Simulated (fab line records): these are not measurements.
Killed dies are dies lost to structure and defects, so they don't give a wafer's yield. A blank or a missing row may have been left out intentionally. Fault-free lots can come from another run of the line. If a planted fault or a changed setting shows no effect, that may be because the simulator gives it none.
Matching of chambers | flow n5Finfet | N5_BEOL_M15_DESCUM_15 on rieDiel-04 has 4 sister chambers
The step chemistry O2, time 7.9 s. 4 wafers are shown with their chamber, then 9 later ones without.

## WAFERS, EACH WITH ITS CHAMBER
wafer  | chamber | drypumpMotorCurrentA (A)
L082.5 | 0       | 5.1
L085.1 | 3       | 5.7
L085.2 | 2       | 5.6
L085.3 | 1       | 5.9

## WAFERS MISSING THEIR CHAMBER
wafer  | drypumpMotorCurrentA (A)
L088.1 | 5.6
L088.4 | 5.8
L088.5 | 5.6
L087.3 | 5.1
L087.4 | 5.8
L087.5 | 5.1
L095.1 | 5.9
L095.3 | 5.1
L095.6 | 5.1

## WHICH CHAMBER EACH ONE RAN IN
wafer  | from the rows above     | in truth
L088.1 | 2                       | 2
L088.4 | can't be placed: 3 or 1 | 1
L088.5 | 2                       | 2
L087.3 | 0                       | 0
L087.4 | can't be placed: 3 or 1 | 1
L087.5 | 0                       | 0
L095.1 | 1                       | 1
L095.3 | 0                       | 0
L095.6 | 0                       | 0
Placed correctly: 7 of 9. Unplaceable from these rows: 2, with the true chamber sitting among the candidates in 2. Wrongly placed: 0.
How it was worked out, from the rows above alone: a wafer's distance from a chamber is the root of the sum, over the readings, of the square of ((its reading less the chamber's mean) divided by the reading's scatter). If the next closest chamber is less than 2 further off than the closest, the wafer can't be placed; otherwise it belongs to the closest. Each chamber's mean is taken over the wafers shown for it. The scatter: root of mean squared gap, hidden wafer to nearest shown wafer, with one shown wafer a chamber.
